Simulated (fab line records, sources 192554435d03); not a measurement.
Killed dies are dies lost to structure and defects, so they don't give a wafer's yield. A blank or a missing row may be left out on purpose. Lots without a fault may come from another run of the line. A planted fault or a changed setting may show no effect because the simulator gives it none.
Which tool did it? | flow n5_finfet | 10 lots, 30 wafers sampled, at 5 steps of a route of 1938

WHAT THE GAUGES READ, wafer by wafer
N5_BEOL_M5_THK_MEAS_01.
lot  | measured     | on            | M5_ILD_THK (nm)
L933 | day 7 13:59  | film_metro-02 | 121.0 120.9 122.8
L936 | day 8 15:34  | film_metro-02 | 119.2 121.2 120.9
L939 | day 9 14:13  | film_metro-01 | 122.0 122.8 125.0
L941 | day 9 16:13  | film_metro-01 | 122.4 121.9 122.8
L940 | day 9 21:16  | film_metro-02 | 120.0 121.5 122.2
L945 | day 11 07:51 | film_metro-01 | 121.4 122.2 121.9
L950 | day 12 06:14 | film_metro-01 | 122.0 116.5 123.6
L953 | day 12 16:44 | film_metro-02 | 121.4 122.6 121.4
L952 | day 12 16:08 | film_metro-02 | 121.0 121.9 121.1
L956 | day 13 23:45 | film_metro-01 | 120.0 121.0 123.0

WHICH TOOL RAN EACH LOT (tool, then ch and the chambers of the sampled wafers, then the start)
lot  | N5_BEOL_M4_SPUTTER_96        | N5_BEOL_M4_DEP_57               | N5_BEOL_M5_ILD_DEP_00           | N5_BEOL_M5_CURE_79
L933 | pvd_sputter-02, day 7 10:46  | pecvd-02 ch 0,2, day 7 11:54    | pecvd-03 ch 0,2, day 7 12:59    | uv_cure-02 ch 1, day 7 13:38
L936 | pvd_sputter-01, day 8 12:56  | pecvd-02 ch 0,2, day 8 13:55    | pecvd-02 ch 0,2, day 8 14:59    | uv_cure-01 ch 2, day 8 15:08
L939 | pvd_sputter-01, day 9 11:24  | pecvd-02 ch 0,1,2, day 9 12:32  | pecvd-03 ch 1,2, day 9 13:37    | uv_cure-02 ch 2, day 9 13:42
L941 | pvd_sputter-03, day 9 13:12  | pecvd-02 ch 0,1, day 9 14:11    | pecvd-02 ch 0,1, day 9 15:17    | uv_cure-02 ch 2, day 9 15:41
L940 | pvd_sputter-03, day 9 18:38  | pecvd-03 ch 1,2, day 9 19:37    | pecvd-02 ch 0,2, day 9 20:42    | uv_cure-02 ch 0, day 9 20:50
L945 | pvd_sputter-02, day 11 05:06 | pecvd-03 ch 0,1,2, day 11 06:13 | pecvd-01 ch 0,1,2, day 11 07:18 | uv_cure-03 ch 0, day 11 07:35
L950 | pvd_sputter-03, day 12 03:17 | pecvd-04 ch 0,1,2, day 12 04:34 | pecvd-02 ch 1,2, day 12 05:40   | uv_cure-01 ch 1, day 12 05:43
L953 | pvd_sputter-01, day 12 13:18 | pecvd-04 ch 1,2, day 12 14:36   | pecvd-03 ch 0,1,2, day 12 15:41 | uv_cure-02 ch 1, day 12 15:44
L952 | pvd_sputter-02, day 12 13:31 | pecvd-03 ch 0,1,2, day 12 14:29 | pecvd-01 ch 0,1,2, day 12 15:34 | uv_cure-03 ch 1, day 12 15:43
L956 | pvd_sputter-03, day 13 21:02 | pecvd-04 ch 0,1,2, day 13 22:06 | pecvd-01 ch 0,1,2, day 13 23:11 | uv_cure-03 ch 1, day 13 23:19
- N5_BEOL_M4_SPUTTER_96: material Cu, target thk 4.5 nm, time 8.29 s.
- N5_BEOL_M4_DEP_57: deposits SiCN from 3MS/NH3, target thk 8 nm, time 14 s.
- N5_BEOL_M5_ILD_DEP_00: deposits SiCOH lowk from DEMS/porogen, target thk 140.64 nm, time 25.9 s.
- N5_BEOL_M5_CURE_79: cures SiCOH lowk, time 240 s.

THE ANSWER, worked out from the rows above alone
Rule: what is usual is taken from the lots themselves. Put in order of their means at a reading, lots are off if they are a third of the lots or fewer, leave a main group of 4 or more, and stand apart from it by a gap of 3 or more times the standard deviation of the main group's means; of several such gaps the widest counts. A main group whose means are all the same, to the digits that the tables above print for the reading, isn't used. A lot without any number at a reading at which 4 lots or more have one is off too. The other lots that the step has rows for count as sound.
No lot is off at any reading shown: from this, nothing can be told.

WHAT THE SIMULATOR HAD PUT IN
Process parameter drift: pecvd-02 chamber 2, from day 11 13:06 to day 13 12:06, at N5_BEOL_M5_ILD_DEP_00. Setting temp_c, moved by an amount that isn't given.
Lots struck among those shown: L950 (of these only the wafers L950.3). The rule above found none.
